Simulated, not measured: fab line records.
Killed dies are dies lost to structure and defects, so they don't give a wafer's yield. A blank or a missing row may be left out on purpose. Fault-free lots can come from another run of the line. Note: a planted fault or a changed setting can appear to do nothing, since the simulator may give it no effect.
Chamber matching | flow nandHarc | 3 sister chambers for NHARC_A_STAIRCASE_DEP_322 on pecvd-03
The step deposits SiO2, target thk 7200 nm. 14 wafers are shown with their chamber, then 7 later ones without.

WAFERS WITH THEIR CHAMBER
wafer  | chamber | heaterPowerW (W)
L075.1 | 1       | 811
L075.3 | 2       | 636
L075.4 | 2       | 593
L078.2 | 1       | 875
L078.3 | 0       | 616
L078.4 | 1       | 728
L080.1 | 2       | 721
L080.2 | 0       | 686
L080.5 | 0       | 560
L083.1 | 0       | 668
L083.4 | 0       | 572
L083.5 | 2       | 594
L084.2 | 0       | 714
L084.3 | 2       | 597

SIGNATURES, as means of the wafers listed above
reading      | chamber 0 | chamber 1 | chamber 2 | scatter within a chamber
heaterPowerW | 636.00    | 804.67    | 628.20    | 62.4
Rule: for each reading, subtract the chamber's mean from the wafer's reading, divide by that reading's scatter and square the result; add these up over the readings and take the root, which gives the wafer's distance from the chamber. The wafer belongs to the nearest chamber; if the next one is less than 2 further off, it can't be placed. The scatter: the root of (the sum of the squares of (reading less its chamber's mean) over the shown wafers, divided by (wafers less chambers)).

WAFERS MISSING THEIR CHAMBER
wafer  | heaterPowerW (W)
L084.6 | 738
L092.3 | 695
L092.4 | 564
L092.5 | 591
L094.1 | 658
L094.3 | 726
L094.4 | 583

WHICH CHAMBER EACH WENT THROUGH
wafer  | from the rows above          | in truth
L084.6 | can't be placed: 1 or 0 or 2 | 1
L092.3 | can't be placed: 0 or 2 or 1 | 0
L092.4 | can't be placed: 2 or 0      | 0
L092.5 | can't be placed: 2 or 0      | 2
L094.1 | can't be placed: 0 or 2 or 1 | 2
L094.3 | can't be placed: 1 or 0 or 2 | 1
L094.4 | can't be placed: 2 or 0      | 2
Correctly placed: 0 of 7. Can't be placed from these rows: 7 (the true chamber is among the candidates in 7). Wrongly placed: 0.
